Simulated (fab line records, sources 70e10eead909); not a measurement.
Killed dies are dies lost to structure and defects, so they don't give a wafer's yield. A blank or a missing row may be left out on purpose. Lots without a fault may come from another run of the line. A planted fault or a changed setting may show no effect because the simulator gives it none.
Which tool did it? | flow nand_harc | 13 lots, 39 wafers sampled, at 4 steps of a route of 1302

WHAT THE GAUGES READ, wafer by wafer
NHARC_END_SORT_01.
lot  | measured     | on        | defect_limited_yield (%) | killed_at_array | killed_at_other | killed_at_periphery | killed_dies | killed_open | killed_short | sort_bin_2_pct (%) | sort_bin_3_pct (%) | sort_bin_4_pct (%) | sort_n_pass | sort_rim_yield_pct (%) | sort_yield_pct (%)
L627 | day 27 22:20 | prober-01 | 90.0 81.2 90.8           | 63 51 57        | 0 0 1           | 5 76 4              | 68 127 62   | 5 3 2       | 3 1 2        | 3.5 7.5 4.3        | 0.3 3.2 0.3        | 6.2 8.0 4.6        | 609 550 615 | 98 92 91               | 90.0 81.2 90.8
L628 | day 27 21:37 | prober-02 | 88.8 75.5 91.1           | 70 79 57        | 2 2 0           | 4 85 3              | 76 166 60   | 1 4 5       | 1 0 0        | 4.6 10.8 3.4       | 1.3 3.2 0.7        | 5.3 10.5 4.7       | 601 511 617 | 97 97 92               | 88.8 75.5 91.1
L639 | day 32 07:22 | prober-01 | 96.5 94.7 95.6           | 23 33 27        | 1 0 0           | 0 3 3               | 24 36 30    | 3 3 5       | 1 5 0        | 0.7 1.9 0.9        | 0.3 0.3 0          | 2.5 3.1 3.5        | 653 641 647 | 99 93 99               | 96.5 94.7 95.6

WHICH TOOL RAN EACH LOT (tool, then ch and the chambers of the sampled wafers, then the start)
lot  | NHARC_P_BONDPAD_DEP_00          | NHARC_THIN_TSV_ETCH_15           | NHARC_THIN_TSV_DESCUM_35
L619 | pecvd-02 ch 0,2, day 6 18:58    | rie_si-06 ch 0,1,2, day 24 08:12 | rie_diel-11 ch 0,2,3, day 24 13:28
L620 | pecvd-02 ch 0,2, day 7 01:32    | rie_si-01 ch 0,2,3, day 24 06:55 | rie_diel-11 ch 1,2, day 24 12:08
L622 | pecvd-01 ch 0,1,2, day 7 17:16  | rie_si-02 ch 0,1,3, day 24 21:22 | rie_diel-06 ch 0,1,2, day 25 03:00
L624 | pecvd-02 ch 1,2, day 8 13:55    | rie_si-06 ch 1,2, day 26 01:17   | rie_diel-02 ch 0,1,2, day 26 06:26
L623 | pecvd-02 ch 0,1, day 8 14:43    | rie_si-06 ch 0,1,2, day 25 07:14 | rie_diel-06 ch 1,2, day 25 12:30
L627 | pecvd-02 ch 0,1,2, day 9 19:52  | rie_si-01 ch 0,1,2, day 27 08:47 | rie_diel-02 ch 0,2,3, day 27 14:06
L628 | pecvd-02 ch 0,1,2, day 10 06:12 | rie_si-01 ch 0,1,2, day 27 07:25 | rie_diel-02 ch 0,3, day 27 12:44
L634 | pecvd-01 ch 0,2, day 12 15:10   | rie_si-02 ch 1,3, day 29 11:52   | rie_diel-06 ch 2,3, day 29 17:14
L635 | pecvd-04 ch 1,2, day 13 13:17   | rie_si-02 ch 0,3, day 30 16:01   | rie_diel-11 ch 0,1,2, day 30 21:20
L637 | pecvd-02 ch 0,1,2, day 13 21:29 | rie_si-06 ch 0,3, day 31 01:45   | rie_diel-06 ch 1,2, day 31 07:10
L639 | pecvd-04 ch 0,1,2, day 14 16:52 | rie_si-01 ch 0,3, day 31 17:17   | rie_diel-06 ch 0,2,3, day 31 22:26
L640 | pecvd-01 ch 0,1, day 15 16:23   | rie_si-06 ch 0,1,3, day 32 15:08 | rie_diel-06 ch 1,2, day 32 20:17
L641 | pecvd-01 ch 0,1,2, day 15 20:32 | rie_si-01 ch 1,2,3, day 32 22:49 | rie_diel-06 ch 0,1,2, day 33 04:17
- NHARC_P_BONDPAD_DEP_00: deposits SiCN, target thk 250 nm.
- NHARC_THIN_TSV_ETCH_15: target depth 3000 nm, bosch target overetch cycles 2, bosch etch step 2.8 s.
- NHARC_THIN_TSV_DESCUM_35: chemistry O2, time 3 s.

WHAT THE TOOLS THEMSELVES READ (means of the sampled wafers that have a number; where no wafer has one, the mark that the record gives instead)
NHARC_P_BONDPAD_DEP_00.
lot  | tool     | heater_power_w (W)
L619 | pecvd-02 | 618
L620 | pecvd-02 | 622
L622 | pecvd-01 | 706
L624 | pecvd-02 | 545
L623 | pecvd-02 | 599
L627 | pecvd-02 | 587
L628 | pecvd-02 | 588
L634 | pecvd-01 | 681
L635 | pecvd-04 | 561
L637 | pecvd-02 | 610
L639 | pecvd-04 | 566
L640 | pecvd-01 | 640
L641 | pecvd-01 | 589

NHARC_THIN_TSV_ETCH_15.
lot  | tool      | drypump_motor_current_A (A) | he_backside_leak_sccm (sccm)
L619 | rie_si-06 | 5.3                         | 2.67
L620 | rie_si-01 | 6.0                         | 2.54
L622 | rie_si-02 | 5.8                         | 2.74
L624 | rie_si-06 | 5.6                         | 2.93
L623 | rie_si-06 | 5.3                         | 2.78
L627 | rie_si-01 | 6.4                         | 2.60
L628 | rie_si-01 | 6.4                         | 2.57
L634 | rie_si-02 | 5.7                         | 2.73
L635 | rie_si-02 | 6.0                         | 2.82
L637 | rie_si-06 | 5.0                         | 2.72
L639 | rie_si-01 | 5.8                         | 2.63
L640 | rie_si-06 | 5.1                         | 2.71
L641 | rie_si-01 | 6.0                         | 2.86

NHARC_THIN_TSV_DESCUM_35.
lot  | tool        | drypump_motor_current_A (A) | oes_product_au (a.u.) | rf_vpp_V (V) | showerhead_plenum_p_Torr (Torr) | throttle_valve_pct (%)
L619 | rie_diel-11 | 5.9                         | 0.997                 | 58.8         | 1.99                            | 11.305
L620 | rie_diel-11 | 6.0                         | 0.987                 | 58.2         | 1.90                            | 11.313
L622 | rie_diel-06 | 5.7                         | 0.988                 | 57.8         | 1.92                            | 11.304
L624 | rie_diel-02 | 5.5                         | 1.002                 | 57.1         | 1.87                            | 11.310
L623 | rie_diel-06 | 5.9                         | 0.984                 | 57.6         | 1.87                            | 11.316
L627 | rie_diel-02 | 5.7                         | 0.983                 | 57.7         | 1.86                            | 11.320
L628 | rie_diel-02 | 5.8                         | 0.994                 | 57.7         | 1.79                            | 11.308
L634 | rie_diel-06 | 5.5                         | 0.993                 | 58.0         | 1.82                            | 11.305
L635 | rie_diel-11 | 5.6                         | 0.996                 | 57.9         | 1.91                            | 11.309
L637 | rie_diel-06 | 5.9                         | 0.989                 | 58.3         | 1.88                            | 11.300
L639 | rie_diel-06 | 5.5                         | 0.982                 | 57.7         | 1.89                            | 11.318
L640 | rie_diel-06 | 5.9                         | 0.977                 | 57.5         | 1.88                            | 11.306
L641 | rie_diel-06 | 5.7                         | 0.985                 | 58.0         | 1.92                            | 11.303

THE ANSWER, worked out from the rows above alone
Rule: what is usual is taken from the lots themselves. Put in order of their means at a reading, lots are off if they are a third of the lots or fewer, leave a main group of 4 or more, and stand apart from it by a gap of 3 or more times the standard deviation of the main group's means; of several such gaps the widest counts. A main group whose means are all the same, to the digits that the tables above print for the reading, isn't used. A lot without any number at a reading at which 4 lots or more have one is off too. The other lots that the step has rows for count as sound. The gauges are gone through in route order, then the tools' own readings, and for those a lot's mean is taken as printed above. The first step at which some lot is off is used, and at that step the reading that is off furthest; a lot without a number counts as furthest.
No lot is off at any reading shown: from this, nothing can be told.

WHAT THE SIMULATOR HAD PUT IN
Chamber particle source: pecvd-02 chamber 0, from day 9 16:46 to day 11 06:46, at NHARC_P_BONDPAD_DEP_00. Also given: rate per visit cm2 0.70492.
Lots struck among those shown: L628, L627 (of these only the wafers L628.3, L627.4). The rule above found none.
